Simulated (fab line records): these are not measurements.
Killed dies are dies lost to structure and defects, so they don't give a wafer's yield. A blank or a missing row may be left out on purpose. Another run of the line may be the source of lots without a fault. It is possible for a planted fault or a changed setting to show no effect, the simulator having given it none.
A single fault, viewed from 2 desks ; flow n5-finfet ; numbers are kept per desk, each desk with only its own; the story behind them comes last

## DESK OF THE TOOL OWNER: cmp-01
The tool's own readings at N5_BEOL_M3_CMP_52 (polishes, stops on SiOC, t overpolish 6.8 s, target thk 40 nm): means of the sampled wafers that have a number, for each lot that ran on this tool. The brackets show how far a lot's mean lies from the usual mean; more than 4 standard deviations puts the lot out of limits, marked OUT.
Columns: A = barrier-field-endpoint-s at N5_BEOL_M3_CMP_52, usual 24.8 s; B = motor-current-A at N5_BEOL_M3_CMP_52, usual 5.8 A; C = overpolish-run-s at N5_BEOL_M3_CMP_52, usual 6.799 s; D = slurry-flow-ml-min at N5_BEOL_M3_CMP_52, usual 150.0; E = time-to-endpoint-s at N5_BEOL_M3_CMP_52, usual 63.4 s
lot;first seen here;A;B;C;D;E
L651;day 8 21:40;25.3;5.4;6.791;149.9;64.2
L655;day 10 09:55;24.6;5.6;6.799;150.2;62.2
L659;day 11 15:20;24.8;5.4;6.798;150.5;66.4
L661;day 11 19:33;25.4;5.5;6.793;150.4;64.5
L664;day 13 02:44;19.6 (-11) OUT;5.3;6.791;149.4;50.1 (-6.3) OUT
L668;day 14 19:38;21.4 (-7.3) OUT;5.8;6.792;150.0;53.0 (-5.0) OUT
This desk's verdict: out of limits on L664, L668, starting with L664 at day 13 02:44 (barrier-field-endpoint-s at N5_BEOL_M3_CMP_52). L651, L655, L659, L661 stayed within limits.

## METROLOGY DESK
Lot by lot, what the gauges showed, no matter which tool ran the lot: averages of those sampled wafers that carry a number. The brackets show how far a lot's mean lies from the usual mean; more than 4 standard deviations puts the lot out of limits, marked OUT. 7 of its 10 readings are shown, namely those furthest out on some lot.
Columns: A = DIBL_P at N5_BEOL_M4_RC_MEAS_101, usual 36.8 mV/V; B = IOFF_P at N5_BEOL_M4_RC_MEAS_101, usual 0.206 nA/um; C = ION_N at N5_BEOL_M4_RC_MEAS_101, usual 679 uA/um; D = ION_P at N5_BEOL_M4_RC_MEAS_101, usual 462 uA/um; E = SS_N at N5_BEOL_M4_RC_MEAS_101, usual 71.6 mV/dec; F = VT_N at N5_BEOL_M4_RC_MEAS_101, usual 248.8 mV; G = VT_P at N5_BEOL_M4_RC_MEAS_101, usual -251 mV
lot;first seen here;A;B;C;D;E;F;G
L646;day 9 01:16;35.4;0.167;674;458;70.6;250.7;-256
L651;day 10 06:55;38.1;0.219;681;469;71.7;249.6;-249
L653;day 10 13:47;34.9;0.192;667;457;71.8;250.0;-251
L655;day 11 05:14;35.9;0.237;685;474;71.5;246.4;-249
L654;day 11 15:02;37.2;0.224;680;464;72.1;247.4;-251
L657;day 12 00:11;36.5;0.219;684;467;71.5;247.6;-250
L659;day 12 06:56;35.8;0.199;682;463;71.3;250.5;-250
L661;day 12 14:08;37.2;0.181;667;454;71.2;252.0;-255
L664;day 13 17:25;37.3;0.209;678;461;72.2;247.7;-250
L668;day 15 09:16;37.2;0.195;681;464;71.2;248.0;-251
Finding of this desk: none of the 10 lots has anything out of limits.

## PUT TOGETHER
At day 13 02:44, on L664, L668, the tool owner's desk was in a position to raise an alarm.
Metrology desk: nothing out of limits seen.
The metrology desk holds a record of L664, L668, inside its limits.
The lots listed all ran N5_BEOL_M3_CMP_52 on cmp-01.

## WHAT THE SIMULATOR HAD INSERTED
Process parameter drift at N5_BEOL_M3_CMP_52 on cmp-01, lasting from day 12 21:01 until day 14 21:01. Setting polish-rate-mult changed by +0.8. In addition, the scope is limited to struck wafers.
Struck lots among those shown: L664, L668.
Each desk's first reading out of limits, in hours after the fault started: the tool owner's desk, 6.
